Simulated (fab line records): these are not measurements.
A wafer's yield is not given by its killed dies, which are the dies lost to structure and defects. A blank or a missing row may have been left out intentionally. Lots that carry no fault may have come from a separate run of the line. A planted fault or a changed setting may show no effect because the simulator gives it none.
A lot that was struck, set against a sound lot :: flow nand_harc :: 14 steps out of a route of 1302
Sound: wafers L467.2, L467.4, L467.6. Struck: wafers L459.2, L459.4, L459.6. The cause comes at the end.
Each step with rows lists, per side, the tool, then ch with its chambers, then its first start. Under that, the readings that differ: sound wafers :: struck wafers :: difference of the means :: sigmas: that difference in standard deviations of wafers without a fault.
alike: readings with means less than 2 such deviations apart, plus words and numbers identical on both sides. not compared: withheld readings, readings lacking a value on some wafer, bounds such as >300 that could conceal the same value, and numbers that have no deviation in the record and whose values overlap.
A row with sigmas, a row that says differs or no value, or rows on one side alone: a step with any of these is where the two part. Numbers that don't overlap but have no deviation are shown without sigmas and don't part them. A reading that every wafer of one side lacks parts them only if that side has two wafers or more.

NHARC_A_CHANNEL_HOLE_D2_STRIP_28: strips in O2.
  sound on rie_diel-04 ch 0,1,2; struck on rie_diel-11 ch 1,2
reading: showerhead_plenum_p_Torr (Torr)
sound: 3.53 3.32 3.42
struck: 3.77 3.77 3.65
difference: +0.31
sigmas: +3
  alike: drypump_motor_current_A, oes_product_au, rf_vpp_V, throttle_valve_pct
  not compared: rf_hours_counter_h
then, 2 steps without rows for these wafers: NHARC_A_CHANNEL_HOLE_D2_PRECLEAN_29 (cleans in SC1); NHARC_A_CHANNEL_HOLE_D2_SRD_30.
NHARC_A_CHANNEL_HOLE_D2_CD_MEAS_31:
  sound on cd_sem-03, day 19 14:47; struck on cd_sem-03, day 16 10:17
  alike: cd_nm
NHARC_A_CHANNEL_HOLE_D2_XSEM_32:
  sound on xsem-02 ch 0, day 19 14:52; struck on xsem-02 ch 0, day 16 10:22
  alike: bot_cd_nm, bow_nm, tilt_deg
NHARC_A_CHANNEL_HOLE_D2_INSPECT_40:
  sound on defect_inspect-02, day 19 14:58; struck on defect_inspect-01, day 16 10:28
  alike: raw_defect_count
then, 2 steps without rows for these wafers: NHARC_A_CHANNEL_FILL_D2_PRECLEAN_00 (cleans in SC1); NHARC_A_CHANNEL_FILL_D2_SRD_01.
NHARC_A_CHANNEL_FILL_D2_ALD_02: deposits SiO2, target thk 6 nm, pulse time 10 s, ald cycles 60.
  sound on ald_hk-02 ch 0,1,3, day 19 15:10; struck on ald_hk-02 ch 2,3, day 16 10:40
  alike: ald_cycles, heater_power_w, precursor_pulse_height_rel
  not compared: since_wet_clean_h
then, 1 step without rows for these wafers: NHARC_A_CHANNEL_FILL_D2_ALD_03 (deposits SiNx, target thk 6 nm, pulse time 60 s, ald cycles 58).
NHARC_A_CHANNEL_FILL_D2_ALD_14: deposits SiO2, target thk 2.5 nm, pulse time 10 s, ald cycles 25.
  sound on ald_hk-03 ch 1,2, day 19 22:01; struck on ald_hk-02 ch 0,2,3, day 16 17:41
  alike: ald_cycles, heater_power_w, precursor_pulse_height_rel
  not compared: since_wet_clean_h
NHARC_A_CHANNEL_FILL_D2_ALD_15: deposits SiNx, target thk 2 nm, pulse time 60 s, ald cycles 19.
  sound on ald_sin_batch-02 ch 0; struck on ald_sin_batch-02 ch 0
  alike: ald_cycles, precursor_pulse_height_rel
NHARC_A_CHANNEL_FILL_D2_ALD_16: deposits SiO2, target thk 1.5 nm, pulse time 10 s, ald cycles 15.
  sound on ald_hk-04 ch 0,1,2, day 20 03:13; struck on ald_hk-03 ch 1,2, day 16 22:50
reading: ald_cycles
sound: 15 15 15
struck: 13 13 13
difference: -2
sigmas: 
  alike: heater_power_w, precursor_pulse_height_rel
  not compared: since_wet_clean_h
then, 1 step without rows for these wafers: NHARC_A_CHANNEL_FILL_D2_ANNEAL_17 (time 1800 s).

## WHERE THEY PART
Only at NHARC_A_CHANNEL_HOLE_D2_STRIP_28, within this record. Later steps at which nothing parts them and some readings are alike: NHARC_A_CHANNEL_HOLE_D2_CD_MEAS_31, NHARC_A_CHANNEL_HOLE_D2_XSEM_32, NHARC_A_CHANNEL_HOLE_D2_INSPECT_40, NHARC_A_CHANNEL_FILL_D2_ALD_02, NHARC_A_CHANNEL_FILL_D2_ALD_14, NHARC_A_CHANNEL_FILL_D2_ALD_15, NHARC_A_CHANNEL_FILL_D2_ALD_16.

WHY: whatever the simulator had introduced
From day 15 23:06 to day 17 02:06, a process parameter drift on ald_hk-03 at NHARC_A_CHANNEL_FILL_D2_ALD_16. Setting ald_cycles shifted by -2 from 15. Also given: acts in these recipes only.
